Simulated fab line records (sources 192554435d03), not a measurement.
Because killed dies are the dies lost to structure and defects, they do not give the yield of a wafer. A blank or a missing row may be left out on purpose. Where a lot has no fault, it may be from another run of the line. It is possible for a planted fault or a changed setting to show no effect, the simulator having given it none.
Chamber matching + flow n5_finfet + cmp-04 running N5_GATE_CUT_CMP_43: 4 sister chambers
The step polishes SiO2. 8 wafers are shown with their chamber, then 11 later ones without.

== EACH WAFER AND ITS CHAMBER ==
| wafer  | chamber | motor_current_A (A) | slurry_filter_dp_kPa (kPa) |
|--------|---------|---------------------|----------------------------|
| L084.3 | 0       | 13.4                | 13.52                      |
| L085.1 | 1       | 10.9                | 13.28                      |
| L085.2 | 3       | 12.2                | 13.61                      |
| L085.4 | 2       | 11.9                | 13.60                      |
| L086.2 | 0       | 12.3                | 13.64                      |
| L086.3 | 2       | 11.6                | 13.57                      |
| L086.6 | 3       | 13.3                | 13.61                      |
| L088.3 | 1       | 11.0                | 13.32                      |

== WAFERS MISSING THEIR CHAMBER ==
| wafer  | motor_current_A (A) | slurry_filter_dp_kPa (kPa) |
|--------|---------------------|----------------------------|
| L088.4 | 12.6                | 13.55                      |
| L088.6 | 13.9                | 13.45                      |
| L089.1 | 11.2                | 13.49                      |
| L089.2 | 12.5                | 13.56                      |
| L089.3 | 12.1                | 13.38                      |
| L090.1 | 11.4                | 13.35                      |
| L090.2 | 11.4                | 13.53                      |
| L090.5 | 13.3                | 13.51                      |
| L097.3 | 11.9                | 13.74                      |
| L097.4 | 13.1                | 13.45                      |
| L097.5 | 12.6                | 13.47                      |

== WHICH CHAMBER EACH ONE RAN IN ==
| wafer  | from the rows above               | in truth                   |
|--------|-----------------------------------|----------------------------|
| L088.4 | can't be placed: 0 or 3 or 2      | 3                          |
| L088.6 | can't be placed: 0 or 3 or 2      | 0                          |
| L089.1 | can't be placed: 2 or 0 or 3 or 1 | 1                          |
| L089.2 | can't be placed: 0 or 3 or 2      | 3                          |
| L089.3 | can't be placed: 1 or 2 or 0      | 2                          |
| L090.1 | 1                                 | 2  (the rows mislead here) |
| L090.2 | can't be placed: 2 or 0 or 3      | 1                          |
| L090.5 | can't be placed: 0 or 3 or 2      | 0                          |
| L097.3 | can't be placed: 3 or 2 or 0      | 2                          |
| L097.4 | can't be placed: 0 or 3 or 2      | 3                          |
| L097.5 | can't be placed: 0 or 2 or 3      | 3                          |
Correctly placed: 0 of 11. Can't be placed from these rows: 10 (the true chamber is among the candidates in 9). Number placed wrongly: 1.
How it was worked out, from the rows above alone: a wafer's distance from a chamber is the root of the sum, over the readings, of the square of ((its reading less the chamber's mean) divided by the reading's scatter). The wafer belongs to the nearest chamber; if the next one is less than 2 further off, it can't be placed. For every chamber, the mean is computed from those of its wafers that are shown. The scatter: take each reading less its chamber's mean, square it, sum over the shown wafers, divide by the number of wafers less the number of chambers, and take the root.
